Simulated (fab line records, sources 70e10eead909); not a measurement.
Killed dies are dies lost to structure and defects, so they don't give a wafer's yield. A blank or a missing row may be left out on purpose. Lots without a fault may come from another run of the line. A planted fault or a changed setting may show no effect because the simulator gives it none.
Chamber matching | flow nand_harc | NHARC_A_STAIRCASE_DEP_417 on pecvd-01: 3 sister chambers
The step deposits Si3N4, target thk 60 nm. 3 wafers are shown with their chamber, then 8 later ones without.

WAFERS WITH THEIR CHAMBER
wafer  | chamber | heater_power_w (W)
L088.1 | 1       | 857
L089.6 | 0       | 759
L090.1 | 2       | 719

WAFERS WITHOUT THEIR CHAMBER
wafer  | heater_power_w (W)
L090.3 | 867
L090.5 | 864
L092.1 | 814
L092.2 | 623
L092.4 | 799
L096.3 | 744
L096.4 | 694
L096.6 | 846

WHICH CHAMBER EACH WENT THROUGH
wafer  | from the rows above          | in truth
L090.3 | 1                            | 1
L090.5 | 1                            | 1
L092.1 | can't be placed: 1 or 0 or 2 | 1
L092.2 | can't be placed: 2 or 0      | 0
L092.4 | can't be placed: 0 or 1 or 2 | 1
L096.3 | can't be placed: 0 or 2      | 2
L096.4 | can't be placed: 2 or 0      | 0
L096.6 | can't be placed: 1 or 0      | 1
Placed correctly: 2 of 8. Can't be placed from these rows: 6 (the true chamber is among the candidates in 6). Placed wrongly: 0.
How it was worked out, from the rows above alone: a wafer's distance from a chamber is the root of the sum, over the readings, of the square of ((its reading less the chamber's mean) divided by the reading's scatter). The wafer belongs to the nearest chamber; if the next one is less than 2 further off, it can't be placed. A chamber's mean is the mean of its shown wafers. The scatter: with one shown wafer a chamber, the root of the mean of the squares of how far each hidden wafer lies from its nearest shown one.
